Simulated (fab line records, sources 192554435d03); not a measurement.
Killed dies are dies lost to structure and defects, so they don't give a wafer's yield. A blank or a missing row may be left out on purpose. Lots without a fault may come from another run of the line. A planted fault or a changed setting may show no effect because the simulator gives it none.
fab line records | flow n5_finfet
record lots=5 wafers=15 last_day=19
route steps=1938 shown BEOL_M15@1802
lots that met no fault: from a run of the same line without faults
start_h: hours from the record's first day to the start of the lot's first wafer shown | wait_h: hours since the lot's step before | " the same as in the row above | L1.1+2: a row that stands for several wafers | - no value, or no start given | * or withheld: withheld | < > ~ a bound
route shown NAME@n: a module of which the file shows steps, and the number in the route of the first | usual: mean/standard deviation of fault-free wafers | same: alike in all rows | chamber/n: place in a boat | sites: the reading at each site | _std_site: their standard deviation | _edge_site: outer sites' mean less inner sites' | radius_mm: how far each site lies from the wafer's centre | mask NAME#n: copy n | behind: the tool/chamber that last shaped the wafer | hold: why the lot was held/for how many hours/how that ended | device: the transistor (n, p or np) that didn't switch | end of line: the same wafers' tests at the end of the route | a step without rows: its recipe alone | killed: dies lost to structure and defects at the first sort, not the wafer's yield | map: a wafer's dies, x killed, . not, _ none there
set.NAME: the setting as run; set.NAME@STEP: as run at that earlier step | model.NAME: the simulator's own value behind a step, which no gauge read
lots at some steps of the route; a table a step, a row a wafer
services: from which hour (start_h, from the record's first day; less than 0 if before it) a tool's chamber was out of use, for how many hours, and why
## steps
# step N5_BEOL_M15_DEVELOP_27
# recipe develop_time_s=45 rinse_liquid=diw dry=air_spin dev_temp_c=21
# usual exhaust_pa=45.1/0.85
# columns lot.wafer tool chamber start_h wait_h exhaust_pa
L081.1 litho_track-05 0 - - 44.7
L081.3 " 0 " " 45.8
L081.4 " 0 " " 45.2
L086.1 litho_track-03 0 - - 46.1
L086.5 " 0 " " 45.3
L086.6 " 0 " " 45.3
L089.1 litho_track-04 0 - - 45.1
L089.4 " 0 " " 45.3
L089.6 " 0 " " 46.1
L090.1 litho_track-05 0 - - 44.0
L090.4 " 0 " " 43.8
L090.5 " 0 " " 45.3
L097.3 litho_track-03 0 - - 46.2
L097.4 " 0 " " 46.8
L097.6 " 0 " " 46.5
# step N5_BEOL_M15_HARDBAKE_32
# recipe temp_c=130 time_s=120
# usual exhaust_pa=45.0/0.9
# same time_s=120
# columns lot.wafer tool chamber start_h wait_h exhaust_pa
L081.1 litho_track-05 0 - - 46.4
L081.3 " 0 " " 43.2
L081.4 " 0 " " 45.6
L086.1 litho_track-03 0 - - 46.4
L086.5 " 0 " " 44.8
L086.6 " 0 " " 45.2
L089.1 litho_track-04 0 - - 44.8
L089.4 " 0 " " 45.2
L089.6 " 0 " " 44.2
L090.1 litho_track-05 0 - - 46.2
L090.4 " 0 " " 44.6
L090.5 " 0 " " 45.0
L097.3 litho_track-03 0 - - 45.1
L097.4 " 0 " " 45.9
L097.6 " 0 " " 46.4
# step N5_BEOL_M15_CD_MEAS_28
# recipe target_cd_nm=407.6 landing_energy_ev=500 detector=se_inlens
# usual cd_nm=408.0/1.5
# columns lot.wafer tool chamber start_h wait_h cd_nm
L081.1 cd_sem-03 0 308.35 - 407.4
L081.3 " 0 " " 407.8
L081.4 " 0 " " 409.9
L086.1 cd_sem-03 0 370.49 - 409.8
L086.5 " 0 " " 410.4
L086.6 " 0 " " 408.8
L089.1 cd_sem-02 0 379.29 - 410.6
L089.4 " 0 " " 408.4
L089.6 " 0 " " 409.6
L090.1 cd_sem-03 0 398.23 - 406.5
L090.4 " 0 " " 405.9
L090.5 " 0 " " 405.9
L097.3 cd_sem-03 0 433.52 - 408.1
L097.4 " 0 " " 408.1
L097.6 " 0 " " 409.1
# step N5_BEOL_M15_OVL_MEAS_29
# recipe points_per_wafer=44
# usual M15_OVL=1/6.1
# same points_per_wafer=44
# columns lot.wafer tool chamber start_h wait_h M15_OVL[nm]
L081.1 overlay-02 0 308.38 0.0 9
L081.3 " 0 " " 11
L081.4 " 0 " " 5
L086.1 overlay-01 0 370.52 0.0 -6
L086.5 " 0 " " 2
L086.6 " 0 " " 7
L089.1 overlay-02 0 379.32 0.0 5
L089.4 " 0 " " 2
L089.6 " 0 " " -5
L090.1 overlay-01 0 398.26 0.0 6
L090.4 " 0 " " -9
L090.5 " 0 " " 6
L097.3 overlay-01 0 433.55 0.0 11
L097.4 " 0 " " 2
L097.6 " 0 " " 4
# step N5_BEOL_M15_INSPECT_30
# recipe mode=adi inspect_instrument=macro
# usual raw_defect_count=1.9/1.5
# columns lot.wafer tool chamber start_h wait_h raw_defect_count
L081.1 defect_inspect-01 - 308.40 0.0 4
L081.3 " - " " 1
L081.4 " - " " 3
L086.1 defect_inspect-01 - 370.54 0.0 1
L086.5 " - " " 2
L086.6 " - " " 3
L089.1 defect_inspect-01 - 379.35 0.0 1
L089.4 " - " " 3
L089.6 " - " " 3
L090.1 defect_inspect-02 - 398.28 0.0 2
L090.4 " - " " 1
L090.5 " - " " 2
L097.3 defect_inspect-02 - 433.58 0.0 0
L097.4 " - " " 2
L097.6 " - " " 1
# step N5_BEOL_M15_DESCUM_33
# recipe chemistry=O2 time_s=7.9 source_power_w=50 bias_power_w=20 pressure_mtorr=20 rf_frequency_hz=2.712e+07 temp_c=40 o2_flow_sccm=225
# usual drypump_motor_current_A=5.6/0.47 oes_product_au=0.82/0.082 rf_vpp_V=243.5/1.6 showerhead_plenum_p_Torr=2.12/0.081 throttle_valve_pct=20.41/0.19
# same time_s=7.9
# columns lot.wafer tool chamber start_h wait_h drypump_motor_current_A oes_product_au rf_hours_counter_h rf_vpp_V showerhead_plenum_p_Torr throttle_valve_pct
L081.1 rie_diel-03 0 308.44 0.0 4.7 0.78 85 241.4 2.03 20.27
L081.3 " 2 " " 5.3 0.91 25 244.7 2.23 20.39
L081.4 " 1 " " 6.0 1.00 2 243.9 2.14 20.19
L086.1 rie_diel-02 2 370.87 0.3 6.0 0.70 221 244.6 2.17 20.64
L086.5 " 0 " " 5.6 0.84 - 241.7 2.04 20.46
L086.6 " 1 " " 6.3 0.85 - 243.9 2.12 20.24
L089.1 rie_diel-03 3 379.46 0.1 5.5 0.83 75 244.4 2.21 20.35
L089.4 " 2 " " 5.3 0.88 42 245.2 2.22 20.41
L089.6 " 2 " " 5.3 0.89 - 244.5 2.22 20.40
L090.1 rie_diel-03 1 398.55 0.3 6.0 0.93 23 243.2 2.14 20.23
L090.4 " 2 " " 5.3 0.87 51 245.0 2.22 20.43
L090.5 " 3 " " 5.5 0.82 - 244.4 2.21 20.36
L097.3 rie_diel-03 0 433.90 0.3 4.8 0.76 122 243.2 2.02 20.33
L097.4 " 2 " " 5.3 0.85 61 243.7 2.22 20.45
L097.6 " 1 " " 6.0 0.91 - 242.7 2.13 20.26
# step N5_BEOL_M15_ETCH_61
# recipe chemistry=N2/H2 target=BARC target_depth_a=890 overetch_a=267 time_s=67.9 ion_energy_ev=200 pressure_mtorr=30 source_w=840 bias_w=150 n2_flow_sccm=200 h2_flow_sccm=200
# usual drypump_motor_current_A=5.6/0.47 h2_flow_sccm=199.9/0.63 oes_product_au=0.70/0.066 rf_vpp_V=524.6/2.8 showerhead_plenum_p_Torr=2.57/0.098 throttle_valve_pct=17.82/0.18
# same time_s=67.9
# columns lot.wafer tool chamber start_h wait_h drypump_motor_current_A h2_flow_sccm oes_product_au rf_hours_counter_h rf_vpp_V showerhead_plenum_p_Torr throttle_valve_pct
L081.1 rie_diel-03 0 308.47 0.0 4.7 200.8 0.67 85 521.6 2.47 17.65
L081.3 " 2 " " 5.3 199.7 0.78 25 527.3 2.70 17.75
L081.4 " 1 " " 6.0 199.9 0.85 2 526.6 2.60 17.74
L086.1 rie_diel-02 2 370.90 0.0 6.0 199.8 0.60 221 526.1 2.61 17.97
L086.5 " 0 " " 5.7 200.5 0.72 - 521.8 2.46 17.76
L086.6 " 1 " " 6.3 200.8 0.72 - 525.5 2.57 17.76
L089.1 rie_diel-03 3 379.50 0.0 5.5 199.2 0.71 75 528.2 2.69 17.76
L089.4 " 2 " " 5.3 200.1 0.75 42 528.7 2.69 17.79
L089.6 " 2 " " 5.3 200.8 0.75 - 528.0 2.69 17.79
L090.1 rie_diel-03 1 398.58 0.0 6.0 200.5 0.79 23 525.2 2.60 17.77
L090.4 " 2 " " 5.3 200.1 0.74 51 527.7 2.69 17.81
L090.5 " 3 " " 5.5 200.9 0.70 - 527.0 2.68 17.74
L097.3 rie_diel-03 0 433.93 0.0 4.7 199.8 0.65 122 520.3 2.45 17.74
L097.4 " 2 " " 5.3 199.3 0.72 61 526.8 2.69 17.84
L097.6 " 1 " " 6.0 201.0 0.77 - 526.6 2.59 17.80
# step N5_BEOL_M15_TRENCH_ETCH_34
# recipe chemistry=C4F8/O2/Ar target=SiO2 target_depth_a=8729.3 he_inner_torr=15 he_outer_torr=30 time_s=199 ion_energy_ev=800 pressure_mtorr=20 source_w=1905 bias_w=2040 Ar_flow_sccm=400 C4F8_flow_sccm=16 O2_flow_sccm=12
# usual drypump_motor_current_A=5.6/0.47 he_outer_torr=30.00/0.059 oes_ar_750_au=0.82/0.076 oes_f_703_au=0.82/0.077 oes_product_au=0.82/0.081 rf_vpp_V=2223/20 showerhead_plenum_p_Torr=3.47/0.12 throttle_valve_pct=30.90/0.17
# same time_s=199
# columns lot.wafer tool chamber start_h wait_h drypump_motor_current_A he_outer_torr oes_ar_750_au oes_f_703_au oes_product_au rf_hours_counter_h rf_vpp_V showerhead_plenum_p_Torr throttle_valve_pct
L081.1 rie_diel-03 0 308.52 0.0 4.8 29.97 0.78 0.77 0.79 85 2213 3.36 30.79
L081.3 " 2 " " 5.4 30.02 0.90 0.90 0.91 25 2246 3.63 30.86
L081.4 " 1 " " 6.1 30.00 0.99 1.00 1.01 2 2244 3.52 30.82
L086.1 rie_diel-02 2 370.95 0.0 6.0 29.99 0.71 0.71 0.71 221 2227 3.54 31.01
L086.5 " 0 " " 5.6 30.08 0.83 0.85 0.85 - 2198 3.35 30.95
L086.6 " 1 " " 6.4 29.98 0.84 0.83 0.84 - 2213 3.50 30.94
L089.1 rie_diel-03 3 379.55 0.0 5.5 29.93 0.82 0.81 0.83 75 2242 3.60 30.70
L089.4 " 2 " " 5.3 29.97 0.87 0.87 0.88 42 2247 3.62 30.86
L089.6 " 2 " " 5.3 30.05 0.87 0.87 0.88 - 2247 3.62 30.85
L090.1 rie_diel-03 1 398.63 0.0 6.0 30.09 0.93 0.93 0.93 23 2243 3.51 30.80
L090.4 " 2 " " 5.3 30.13 0.86 0.86 0.87 51 2246 3.62 30.87
L090.5 " 3 " " 5.5 29.90 0.81 0.81 0.81 - 2241 3.60 30.69
L097.3 rie_diel-03 0 433.98 0.0 4.8 29.95 0.74 0.74 0.76 122 2212 3.34 30.85
L097.4 " 2 " " 5.3 29.97 0.85 0.85 0.85 61 2246 3.61 30.90
L097.6 " 1 " " 6.1 30.12 0.91 0.91 0.92 - 2244 3.50 30.85
# step N5_BEOL_M15_STRIP_36
# recipe chemistry=O2 power_w=600 temp_c=60 pressure_mtorr=30 rf_frequency_hz=6e+07 bias_power_w=0 overash_fraction=0.3 o2_flow_sccm=225
# usual drypump_motor_current_A=5.7/0.45 oes_product_au=0.80/0.08 rf_vpp_V=3.7/0.83 showerhead_plenum_p_Torr=2.10/0.076 throttle_valve_pct=16.70/0.23
# columns lot.wafer tool chamber start_h wait_h drypump_motor_current_A oes_product_au rf_hours_counter_h rf_vpp_V showerhead_plenum_p_Torr throttle_valve_pct
L081.1 rie_diel-06 3 312.71 4.0 5.4 0.67 236 4.6 2.06 16.95
L081.3 " 1 " " 5.6 0.69 245 4.9 2.16 17.17
L081.4 " 2 " " 6.4 0.73 192 4.6 2.00 16.60
L086.1 rie_diel-02 1 372.98 1.8 6.3 0.84 66 2.4 2.12 16.48
L086.5 " 0 " " 5.6 0.83 - 4.4 2.05 16.65
L086.6 " 3 " " 5.8 0.73 - 5.1 2.01 17.07
L089.1 rie_diel-03 0 386.40 6.7 4.8 0.77 104 4.1 2.03 16.56
L089.4 " 2 " " 5.3 0.87 44 4.3 2.23 16.60
L089.6 " 3 " " 5.5 0.83 - 2.2 2.22 16.56
L090.1 rie_diel-02 3 402.07 3.2 5.8 0.72 159 4.3 2.00 17.07
L090.4 " 0 " " 5.6 0.82 89 2.2 2.04 16.66
L090.5 " 3 " " 5.8 0.71 - 4.2 2.00 17.07
L097.3 rie_diel-02 0 434.32 0.1 5.6 0.80 99 3.7 2.04 16.70
L097.4 " 3 " " 5.8 0.71 170 3.1 2.00 17.13
L097.6 " 3 " " 5.8 0.70 - 4.0 2.00 17.09
# step N5_BEOL_M15_STRIP_62
# recipe chemistry=O2 power_w=600 temp_c=60 pressure_mtorr=30 rf_frequency_hz=6e+07 bias_power_w=0 overash_fraction=0.3 o2_flow_sccm=225
# usual drypump_motor_current_A=5.7/0.45 oes_product_au=0.80/0.081 rf_vpp_V=3.7/0.5 showerhead_plenum_p_Torr=2.10/0.076 throttle_valve_pct=16.70/0.23
# columns lot.wafer tool chamber start_h wait_h drypump_motor_current_A oes_product_au rf_hours_counter_h rf_vpp_V showerhead_plenum_p_Torr throttle_valve_pct
L081.1 rie_diel-06 3 - - 5.4 0.68 236 4.6 2.06 16.97
L081.3 " 1 " " 5.6 0.68 245 3.8 2.16 17.16
L081.4 " 2 " " 6.5 0.73 192 3.0 2.00 16.60
L086.1 rie_diel-02 1 - - 6.3 0.83 66 4.6 2.12 16.46
L086.5 " 0 " " 5.6 0.83 - 3.6 2.05 16.64
L086.6 " 3 " " 5.8 0.73 - 3.7 2.01 17.08
L089.1 rie_diel-03 0 - - 4.8 0.77 104 4.2 2.03 16.55
L089.4 " 2 " " 5.3 0.87 44 4.0 2.23 16.61
L089.6 " 3 " " 5.5 0.83 - 3.6 2.22 16.56
L090.1 rie_diel-02 3 - - 5.8 0.72 159 3.9 2.00 17.09
L090.4 " 0 " " 5.6 0.81 89 3.9 2.04 16.67
L090.5 " 3 " " 5.8 0.72 - 3.8 2.00 17.11
L097.3 rie_diel-02 0 - - 5.7 0.81 99 3.5 2.04 16.70
L097.4 " 3 " " 5.8 0.72 170 3.8 2.00 17.12
L097.6 " 3 " " 5.8 0.72 - 4.3 2.00 17.12
# step N5_BEOL_M15_STRIP_37
# recipe chemistry=O2 power_w=600 temp_c=60 pressure_mtorr=30 rf_frequency_hz=6e+07 bias_power_w=0 overash_fraction=0.3 o2_flow_sccm=225
# usual drypump_motor_current_A=5.7/0.44 oes_product_au=0.80/0.081 rf_vpp_V=3.6/0.67 showerhead_plenum_p_Torr=2.10/0.076 throttle_valve_pct=16.70/0.23
# columns lot.wafer tool chamber start_h wait_h drypump_motor_current_A oes_product_au rf_hours_counter_h rf_vpp_V showerhead_plenum_p_Torr throttle_valve_pct
L081.1 rie_diel-06 3 - - 5.5 0.67 236 3.0 2.06 16.96
L081.3 " 1 " " 5.6 0.68 245 4.0 2.16 17.18
L081.4 " 2 " " 6.4 0.72 192 3.8 2.00 16.59
L086.1 rie_diel-02 1 - - 6.3 0.83 66 3.1 2.12 16.45
L086.5 " 0 " " 5.6 0.84 - 4.5 2.05 16.67
L086.6 " 3 " " 5.8 0.74 - 2.8 2.01 17.07
L089.1 rie_diel-03 0 - - 4.7 0.77 104 3.3 2.03 16.56
L089.4 " 2 " " 5.3 0.88 44 3.9 2.23 16.60
L089.6 " 3 " " 5.5 0.82 - 4.0 2.22 16.57
L090.1 rie_diel-02 3 - - 5.8 0.71 159 4.0 2.00 17.07
L090.4 " 0 " " 5.7 0.82 89 3.3 2.04 16.68
L090.5 " 3 " " 5.8 0.73 - 4.3 2.00 17.08
L097.3 rie_diel-02 0 - - 5.6 0.81 99 2.7 2.04 16.68
L097.4 " 3 " " 5.8 0.70 170 2.7 2.00 17.09
L097.6 " 3 " " 5.8 0.72 - 4.3 2.00 17.10
# step N5_BEOL_M15_ETCH_38
# recipe chemistry=CF4/N2 target=SiCN target_depth_a=1064 taper_deg=2 time_s=120.5 ion_energy_ev=150 mask_material=SiO2 pressure_mtorr=40 source_w=430 bias_w=70 Ar_flow_sccm=100 cf4_flow_sccm=60 n2_flow_sccm=60
# usual drypump_motor_current_A=5.7/0.44 oes_product_au=0.80/0.08 rf_vpp_V=382.3/1.9 showerhead_plenum_p_Torr=2.21/0.075 throttle_valve_pct=15.45/0.24
# same time_s=120.5
# columns lot.wafer tool chamber start_h wait_h drypump_motor_current_A oes_product_au rf_hours_counter_h rf_vpp_V showerhead_plenum_p_Torr throttle_valve_pct
L081.1 rie_diel-06 3 - - 5.5 0.67 236 381.3 2.18 15.81
L081.3 " 1 " " 5.6 0.68 245 383.2 2.26 15.91
L081.4 " 2 " " 6.4 0.73 192 379.5 2.11 15.36
L086.1 rie_diel-02 1 - - 6.3 0.82 66 382.6 2.24 15.21
L086.5 " 0 " " 5.6 0.83 - 380.3 2.14 15.35
L086.6 " 3 " " 5.8 0.73 - 379.8 2.12 15.87
L089.1 rie_diel-03 0 - - 4.8 0.76 104 380.2 2.14 15.34
L089.4 " 2 " " 5.3 0.87 44 386.3 2.33 15.32
L089.6 " 3 " " 5.5 0.82 - 383.9 2.32 15.32
L090.1 rie_diel-02 3 - - 5.8 0.73 159 381.9 2.12 15.89
L090.4 " 0 " " 5.7 0.83 89 380.8 2.14 15.37
L090.5 " 3 " " 5.8 0.73 - 380.1 2.12 15.89
L097.3 rie_diel-02 0 - - 5.7 0.82 99 380.4 2.14 15.39
L097.4 " 3 " " 5.8 0.73 170 380.0 2.12 15.90
L097.6 " 3 " " 5.8 0.73 - 380.1 2.12 15.91
# step N5_BEOL_M15_PRECLEAN_39
# recipe chemistry=residue_remover time_s=60 temp_c=40
# same time_s=60
# columns lot.wafer tool chamber start_h wait_h
L081.1+3+4 wet_bench-06 2,6,5 312.99 -
L086.1+5+6 wet_bench-01 0,7,6 373.25 -
L089.1+4+6 wet_bench-01 6,1,0 386.68 -
L090.1+4+5 wet_bench-02 3,4,1 402.35 -
L097.3+4+6 wet_bench-02 4,0,3 434.60 -
# step N5_BEOL_M15_SRD_40
# recipe time_s=30 temp_c=23 rinse_liquid=diw dry=n2_spin spin_rpm=1500 dry_time_s=30
# same time_s=30
# columns lot.wafer tool chamber start_h wait_h
L081.1+3+4 wet_bench-06 2,6,5 313.01 0.0
L086.1+5+6 wet_bench-01 0,7,6 373.27 0.0
L089.1+4+6 wet_bench-01 6,1,0 386.70 0.0
L090.1+4+5 wet_bench-02 3,4,1 402.39 0.0
L097.3+4+6 wet_bench-02 4,0,3 434.62 0.0
# step N5_BEOL_M15_DEGAS_41
# recipe ambient=vacuum temp_c=300 time_s=60
# usual heater_power_w=495/53
# same time_s=60
# columns lot.wafer tool chamber start_h wait_h heater_power_w
L081.1 pvd_sputter-01 - 313.30 0.3 438
L081.3 " - " " 459
L081.4 " - " " 549
L086.1 pvd_sputter-01 - 374.04 0.8 542
L086.5 " - " " 551
L086.6 " - " " 491
L089.1 pvd_sputter-03 - 387.06 0.3 415
L089.4 " - " " 593
L089.6 " - " " 576
L090.1 pvd_sputter-01 - 402.64 0.2 477
L090.4 " - " " 438
L090.5 " - " " 443
L097.3 pvd_sputter-02 - 434.75 0.1 517
L097.4 " - " " 511
L097.6 " - " " 507
# step N5_BEOL_M15_PRE_CLEAN_42
# recipe gas=H2/He time_s=30 temp_c=300
# usual heater_power_w=495/53
# same time_s=30
# columns lot.wafer tool chamber start_h wait_h heater_power_w
L081.1 pvd_sputter-01 - 313.34 0.0 424
L081.3 " - " " 453
L081.4 " - " " 550
L086.1 pvd_sputter-01 - 374.08 0.0 542
L086.5 " - " " 572
L086.6 " - " " 475
L089.1 pvd_sputter-03 - 387.10 0.0 432
L089.4 " - " " 568
L089.6 " - " " 565
L090.1 pvd_sputter-01 - 402.68 0.0 483
L090.4 " - " " 424
L090.5 " - " " 440
L097.3 pvd_sputter-02 - 434.79 0.0 510
L097.4 " - " " 522
L097.6 " - " " 514
# step N5_BEOL_M15_SPUTTER_43
# recipe material=TaN target_thk_a=150 temp_c=50 bias_v=168.6 power_w=15000 chamber_pressure_pa=0.12 time_s=24.19
# usual throttle_valve_pct=29.9/1.1
# same time_s=24.19
# columns lot.wafer tool chamber start_h wait_h throttle_valve_pct
L081.1 pvd_sputter-01 - 313.38 0.0 29.0
L081.3 " - " " 28.2
L081.4 " - " " 29.8
L086.1 pvd_sputter-01 - 374.12 0.0 29.8
L086.5 " - " " 29.9
L086.6 " - " " 30.3
L089.1 pvd_sputter-03 - 387.14 0.0 29.2
L089.4 " - " " 31.1
L089.6 " - " " 31.2
L090.1 pvd_sputter-01 - 402.72 0.0 30.3
L090.4 " - " " 29.0
L090.5 " - " " 28.1
L097.3 pvd_sputter-02 - 434.83 0.0 30.0
L097.4 " - " " 31.2
L097.6 " - " " 31.3
# step N5_BEOL_M15_SPUTTER_44
# recipe material=Ta target_thk_a=150 temp_c=50 bias_v=80 power_w=15000 chamber_pressure_pa=0.07 time_s=24.19
# usual throttle_valve_pct=29.9/1.1
# same time_s=24.19
# columns lot.wafer tool chamber start_h wait_h throttle_valve_pct
L081.1 pvd_sputter-01 - 313.46 0.0 28.9
L081.3 " - " " 28.4
L081.4 " - " " 30.1
L086.1 pvd_sputter-01 - 374.20 0.0 29.9
L086.5 " - " " 30.0
L086.6 " - " " 30.3
L089.1 pvd_sputter-03 - 387.22 0.0 29.3
L089.4 " - " " 30.8
L089.6 " - " " 31.1
L090.1 pvd_sputter-01 - 402.80 0.0 30.3
L090.4 " - " " 28.8
L090.5 " - " " 28.1
L097.3 pvd_sputter-02 - 434.91 0.0 30.3
L097.4 " - " " 31.4
L097.6 " - " " 31.1
# step N5_BEOL_M15_SPUTTER_45
# recipe material=Cu target_thk_a=1000 temp_c=-20 bias_v=60 power_w=26000 chamber_pressure_pa=0.13 time_s=16.67
# usual throttle_valve_pct=29.9/1.2
# same time_s=16.67
# columns lot.wafer tool chamber start_h wait_h throttle_valve_pct
L081.1 pvd_sputter-01 - 313.54 0.0 28.9
L081.3 " - " " 28.0
L081.4 " - " " 29.9
L086.1 pvd_sputter-01 - 374.28 0.0 29.8
L086.5 " - " " 30.0
L086.6 " - " " 30.5
L089.1 pvd_sputter-03 - 387.30 0.0 29.0
L089.4 " - " " 31.0
L089.6 " - " " 31.1
L090.1 pvd_sputter-01 - 402.88 0.0 30.5
L090.4 " - " " 28.9
L090.5 " - " " 28.2
L097.3 pvd_sputter-02 - 434.99 0.0 30.4
L097.4 " - " " 31.3
L097.6 " - " " 31.3
# step N5_BEOL_M15_ECD_47
# recipe material=Cu target_thk_a=18600
# columns lot.wafer tool chamber start_h wait_h
L081.1+3+4 ecd_cu-02 0,1,0 313.65 0.1
L086.1+5+6 ecd_cu-01 1,1,0 374.40 0.1
L089.1+4+6 ecd_cu-02 0 387.41 0.1
L090.1+4+5 ecd_cu-02 0,1,1 402.99 0.1
L097.3+4+6 ecd_cu-01 0,1,1 435.18 0.2
# step N5_BEOL_M15_ANNEAL_48
# recipe temp_c=225 time_s=90 ambient=N2
# usual wafer_temp_C_max=226.1/0.37
# same time_s=90
# columns lot.wafer tool chamber start_h wait_h wafer_temp_C_max
L081.1 rtp_anneal-01 0 313.90 0.2 225.8
L081.3 " 0 " " 225.8
L081.4 " 0 " " 225.7
L086.1 rtp_anneal-01 0 374.64 0.2 225.7
L086.5 " 0 " " 225.8
L086.6 " 0 " " 225.8
L089.1 rtp_anneal-01 0 387.85 0.4 225.9
L089.4 " 0 " " 225.4
L089.6 " 0 " " 225.8
L090.1 rtp_anneal-01 0 403.24 0.2 225.6
L090.4 " 0 " " 225.4
L090.5 " 0 " " 225.7
L097.3 rtp_anneal-02 0 435.44 0.2 226.2
L097.4 " 0 " " 226.0
L097.6 " 0 " " 226.3
# step N5_BEOL_M15_CMP_49
# recipe stop_on=SiO2 t_overpolish_s=4.9 down_force_psi=2 platen_rpm=80 clearing_platen_down_force_psi=2 clearing_platen_rpm=80 post_cmp_clean=cu_alkaline target_thk_nm=850 clearing_platen_pad_velocity_m_s=1.5917 pad_velocity_m_s=1.5917
# usual barrier_field_endpoint_s=11.30/0.23 motor_current_A=7.6/0.86 overpolish_run_s=4.901/0.0082
# columns lot.wafer tool chamber start_h wait_h barrier_field_endpoint_s motor_current_A overpolish_run_s
L081.1 cmp-01 0 314.23 0.3 11.37 6.4 4.902
L081.3 " 1 " " 11.33 8.6 4.902
L081.4 " 2 " " 11.63 7.3 4.910
L086.1 cmp-01 0 374.94 0.3 10.94 6.6 4.902
L086.5 " 0 " " 10.92 6.5 4.893
L086.6 " 1 " " 11.27 9.1 4.903
L089.1 cmp-04 2 388.20 0.3 11.45 8.6 4.905
L089.4 " 3 " " 11.55 8.6 4.910
L089.6 " 2 " " 11.52 7.9 4.898
L090.1 cmp-01 3 403.58 0.3 11.31 6.4 4.899
L090.4 " 0 " " 11.34 6.4 4.896
L090.5 " 3 " " 11.23 6.3 4.908
L097.3 cmp-02 2 435.98 0.5 11.33 7.5 4.892
L097.4 " 3 " " 11.33 7.2 4.890
L097.6 " 1 " " 11.33 8.1 4.907
# step N5_BEOL_M15_THK_MEAS_50
# recipe thk_meas_gauge=xrf reads=Cu_of_BEOL_M15_ECD_47
# usual M15_THK=839/14
# columns lot.wafer tool chamber start_h wait_h M15_THK[nm]
L081.1 film_metro-02 - 314.49 - 840
L081.3 " - " " 846
L081.4 " - " " 871
L086.1 film_metro-01 - 375.24 - 838
L086.5 " - " " 854
L086.6 " - " " 840
L089.1 film_metro-01 - 388.45 - 829
L089.4 " - " " 844
L089.6 " - " " 836
L090.1 film_metro-01 - 403.83 - 847
L090.4 " - " " 836
L090.5 " - " " 823
L097.3 film_metro-02 - 436.20 - 830
L097.4 " - " " 852
L097.6 " - " " 874
# step N5_BEOL_M15_PRE_CLEAN_52
# recipe gas=NH3 time_s=15 temp_c=withheld rf_power_w=300
# same time_s=15
# columns lot.wafer tool chamber start_h wait_h
L081.1+3+4 pecvd-03 2,0,2 314.52 0.0
L086.1+5+6 pecvd-01 2,2,0 375.27 0.0
L089.1+4+6 pecvd-01 2,1,2 388.49 0.0
L090.1+4+5 pecvd-01 1,1,2 403.87 0.0
L097.3+4+6 pecvd-04 1,2,1 436.24 0.0
# step N5_BEOL_M15_DEP_53
# recipe material=SiCN target_thk_a=500 temp_c=withheld precursor=3MS/NH3 pressure_torr=3 rf_w=675 time_s=17.8
# usual showerhead_plenum_p_Torr=4.159/0.024 throttle_valve_pct=18.1/1.1
# same time_s=17.8
# columns lot.wafer tool chamber start_h wait_h showerhead_plenum_p_Torr throttle_valve_pct
L081.1 pecvd-03 2 314.55 0.0 4.137 17.8
L081.3 " 0 " " 4.119 17.9
L081.4 " 2 " " 4.140 17.9
L086.1 pecvd-01 2 375.30 0.0 4.176 17.1
L086.5 " 2 " " 4.181 16.8
L086.6 " 0 " " 4.178 17.3
L089.1 pecvd-01 2 388.52 0.0 4.182 17.1
L089.4 " 1 " " 4.201 20.1
L089.6 " 2 " " 4.183 16.9
L090.1 pecvd-01 1 403.89 0.0 4.191 20.0
L090.4 " 1 " " 4.206 19.9
L090.5 " 2 " " 4.176 17.2
L097.3 pecvd-04 1 436.26 0.0 4.157 17.5
L097.4 " 2 " " 4.146 17.7
L097.6 " 1 " " 4.172 17.2
# step N5_BEOL_M15_RS_MEAS_54
# recipe thk_meas_gauge=four-point-probe reads=Cu_of_BEOL_M15_ECD_47+Ta_of_BEOL_M15_SPUTTER_44+TaN_of_BEOL_M15_SPUTTER_43
# usual M15_RS=0.0216/0.00031
# columns lot.wafer tool chamber start_h wait_h M15_RS[ohm/sq]
L081.1 film_metro-02 - 314.62 0.0 0.0218
L081.3 " - " " 0.0215
L081.4 " - " " 0.0209
L086.1 film_metro-01 - 375.37 0.0 0.0214
L086.5 " - " " 0.0211
L086.6 " - " " 0.0214
L089.1 film_metro-02 - 388.58 0.0 0.0216
L089.4 " - " " 0.0212
L089.6 " - " " 0.0214
L090.1 film_metro-01 - 403.96 0.0 0.0213
L090.4 " - " " 0.0217
L090.5 " - " " 0.0219
L097.3 film_metro-01 - 436.33 0.1 0.0217
L097.4 " - " " 0.0213
L097.6 " - " " 0.0207
# step N5_BEOL_M15_INSPECT_55
# recipe inspect_instrument=darkfield mode=post_dep
# usual raw_defect_count=68/23
# columns lot.wafer tool chamber start_h wait_h raw_defect_count
L081.1 defect_inspect-02 - 314.64 0.0 49
L081.3 " - " " 51
L081.4 " - " " 34
L086.1 defect_inspect-02 - 375.39 0.0 102
L086.5 " - " " 70
L086.6 " - " " 51
L089.1 defect_inspect-01 - 388.61 0.0 56
L089.4 " - " " 30
L089.6 " - " " 73
L090.1 defect_inspect-01 - 403.99 0.0 60
L090.4 " - " " 81
L090.5 " - " " 54
L097.3 defect_inspect-02 - 436.36 0.0 112
L097.4 " - " " 69
L097.6 " - " " 82
## services
# columns tool chamber start_h hours kind
pecvd-01 2 291.81 5.0 repair
ecd_cu-02 - 293.37 0.7 repair
cmp-02 - 295.52 9.9 pm
pecvd-01 - 303.96 1.5 repair
ecd_cu-01 - 307.20 2.7 repair
cmp-02 - 307.53 3.0 pm
rie_diel-03 3 318.68 3.2 repair
cmp-01 - 323.34 3.7 repair
rie_diel-06 3 326.10 3.0 repair
cmp-01 - 331.12 4.0 pm
pvd_sputter-03 - 361.72 2.7 repair
pecvd-03 - 370.63 2.8 pm
rie_diel-03 2 381.01 1.2 repair
ecd_cu-01 - 381.78 3.5 pm
rie_diel-02 - 383.04 0.7 repair
rie_diel-06 - 385.21 14.6 pm
ecd_cu-01 - 387.26 2.6 repair
rie_diel-03 1 388.62 8.8 repair
pecvd-03 - 413.17 28.1 pm
wet_bench-02 - 420.63 5.0 repair
pecvd-04 - 424.65 5.5 pm
rie_diel-02 2 428.98 2.7 repair
cmp-01 - 429.60 7.5 pm
wet_bench-02 - 431.66 0.9 repair
## key
fault none
